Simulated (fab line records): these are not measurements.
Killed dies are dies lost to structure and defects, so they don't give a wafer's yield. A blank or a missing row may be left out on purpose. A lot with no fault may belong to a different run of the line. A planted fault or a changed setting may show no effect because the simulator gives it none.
Matching of chambers | flow n5_finfet | 3 sister chambers for N5_PMOS_HMC_CHANNEL_EPI_HM_DEP_34 on pecvd-02
The step deposits SiO2 from TEOS/O2, target thk 36 nm, time 6.9 s. 6 wafers are shown with their chamber, then 7 later ones without.

EACH WAFER AND ITS CHAMBER
wafer  | chamber | throttle_valve_pct (%) | heater_power_w (W)
L081.3 | 2       | 17.6                   | 601
L085.1 | 0       | 18.9                   | 593
L085.5 | 1       | 18.1                   | 451
L085.6 | 0       | 18.8                   | 599
L087.1 | 2       | 17.5                   | 607
L087.3 | 1       | 18.1                   | 413

WAFERS WITH NO CHAMBER GIVEN
wafer  | throttle_valve_pct (%) | heater_power_w (W)
L087.5 | 18.0                   | 406
L095.3 | 17.9                   | 374
L095.4 | 18.1                   | 389
L095.5 | 19.1                   | 675
L096.3 | 17.6                   | 508
L096.4 | 19.2                   | 707
L096.5 | 18.8                   | 684

THE CHAMBER EACH PASSED THROUGH
wafer  | from the rows above | in truth
L087.5 | 1                   | 1
L095.3 | 1                   | 1
L095.4 | 1                   | 1
L095.5 | 0                   | 0
L096.3 | 2                   | 2
L096.4 | 0                   | 0
L096.5 | 0                   | 0
Placed correctly: 7 of 7. Left unplaced by these rows: 0. 0 placed wrongly.
How it was worked out, from the rows above alone: a wafer's distance from a chamber is the root of the sum, over the readings, of the square of ((its reading less the chamber's mean) divided by the reading's scatter). The wafer belongs to the nearest chamber; if the next one is less than 2 further off, it can't be placed. Each chamber's mean is taken over the wafers shown for it. The scatter: the root of (the sum of the squares of (reading less its chamber's mean) over the shown wafers, divided by (wafers less chambers)).
